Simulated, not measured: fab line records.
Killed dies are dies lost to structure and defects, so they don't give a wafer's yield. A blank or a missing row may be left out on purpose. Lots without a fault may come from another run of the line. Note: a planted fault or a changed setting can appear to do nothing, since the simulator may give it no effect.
Comparing a struck lot with a sound one -- flow n5 finfet -- 29 out of 1938 route steps
Sound: the wafers L743.1, L743.4, L743.5. Struck: wafers L732.1, L732.2, L732.4. The cause is given at the end.
At each step with rows: each side's tool, then ch and its chambers, then its first start. Under that, the readings that differ: sound wafers -- struck wafers -- difference of the means -- sigmas: that difference in standard deviations of wafers without a fault.
alike: same words and numbers on both sides, and readings whose means sit less than 2 such deviations apart. not compared: any withheld reading, any reading some wafer has no value for, any bound like >300 that may hide the same value, and any number with overlapping values for which the record gives no deviation.
The two part at a step that has a row with sigmas, a row that says differs or no value, or rows on one side only. Non-overlapping numbers with no deviation appear without sigmas and do not part them. A reading that every wafer of one side lacks parts them only if that side has two wafers or more.

first, 9 steps without rows for these wafers: N5_WELL_APT_EBR_21; N5_WELL_APT_SOFTBAKE_20 (time 60 s); N5_WELL_APT_EXPOSE_22 (exposes mask PWELL, defocus 0 nm, target cd 200 nm); N5_WELL_APT_PEB_23 (peb time 90 s); N5_WELL_APT_DEVELOP_24 (develop time 45 s); N5_WELL_APT_HARDBAKE_29 (time 120 s); N5_WELL_APT_DESCUM_30 (chemistry O2, time 7.9 s); N5_WELL_APT_IMPLANT_31; N5_WELL_APT_IMPLANT_32.
N5_WELL_APT_STRIP_33: strips in SPM, time 900 s.
  sound on wet bench-06 ch 2,3,7, day 6 21:24; struck on wet bench-05 ch 0,3,4, day 4 04:04
then, 6 steps without rows for these wafers: N5_WELL_APT_RTA_34 (time 10 s); N5_WELL_APT_OXIDE_STRIP_42 (strips SiO2 in dHF, time 45 s, target depth 12 nm); N5_WELL_APT_PRECLEAN_36 (cleans in O3/DIW, time 45 s); N5_WELL_APT_PRECLEAN_39 (cleans in dHF, time 60 s); N5_WELL_APT_SRD_37 (time 30 s); N5_WELL_APT_EPI_41 (deposits Si from SiH4/H2, target thk 50 nm, time 297.7 s).
N5_WELL_APT_INSPECT_38: inspects for defects (darkfield).
  sound on defect inspect-02 at day 6 22:46; struck on defect inspect-01 at day 4 05:29
reading,sound,struck,difference,sigmas
raw defect count,12 26 14,435 479 482,+448,+90
then, 8 steps without rows for these wafers: N5_PMOS_HMC_CHANNEL_EPI_HM_DEP_34 (deposits SiO2 from TEOS/O2, target thk 36 nm, time 6.9 s); N5_PMOS_HMC_CHANNEL_EPI_COAT_31 (time 60 s, resist thk 66 nm); N5_PMOS_HMC_CHANNEL_EPI_COAT_03 (resist thk 205 nm); N5_PMOS_HMC_CHANNEL_EPI_EBR_05; N5_PMOS_HMC_CHANNEL_EPI_SOFTBAKE_04 (time 60 s); N5_PMOS_HMC_CHANNEL_EPI_EXPOSE_06 (exposes mask PMOS HMC BLK, target cd 240 nm); N5_PMOS_HMC_CHANNEL_EPI_PEB_07 (peb time 60 s); N5_PMOS_HMC_CHANNEL_EPI_DEVELOP_08 (develop time 30 s).
N5_PMOS_HMC_CHANNEL_EPI_INSPECT_11: inspects for defects (macro).
  sound on defect inspect-01 at day 6 23:08; struck on defect inspect-01 at day 4 05:59
reading,sound,struck,difference,sigmas
raw defect count,3 1 4,>300 >300 >300,differs,
then, 1 step without rows for these wafers: N5_PMOS_HMC_CHANNEL_EPI_DESCUM_14 (chemistry O2, time 7.9 s).
-- here the record skips 9 days between the struck wafers' starts before and after, leaving off in module PMOS_HMC_CHANNEL_EPI and picking up in module BEOL_M4 (first step shown: number 1111 of the route) --
N5_BEOL_M4_RC_MEAS_101:
  sound on prober-02 ch 0, day 14 13:49; struck on prober-01 ch 0, day 13 00:10
reading,sound,struck,difference,sigmas
IOFF_P (nA/um),0.31 0.23 0.22,0.17 0.19 0.20,-0.07,-2
SS_N (mV/dec),73.1 72.0 72.0,71.5 70.5 69.9,-1.7,-3
  alike: DIBL_N, DIBL_P, IOFF_N, ION_N, ION_P, SS_P, VT_N, VT_P
-- here the record skips 5 days between the struck wafers' starts before and after, leaving off in module BEOL_M4 and picking up in module PASSIVATION (first step shown: number 1936 of the route) --
N5_PASSIVATION_PROBE_49:
  the record has rows for the struck wafers here (prober-01, day 17 13:20) and none for the sound ones

== WHERE THEY PART ==
At N5_WELL_APT_INSPECT_38 first; at N5_PASSIVATION_PROBE_49 last (within this record only).

WHY: what had been put in by the simulator
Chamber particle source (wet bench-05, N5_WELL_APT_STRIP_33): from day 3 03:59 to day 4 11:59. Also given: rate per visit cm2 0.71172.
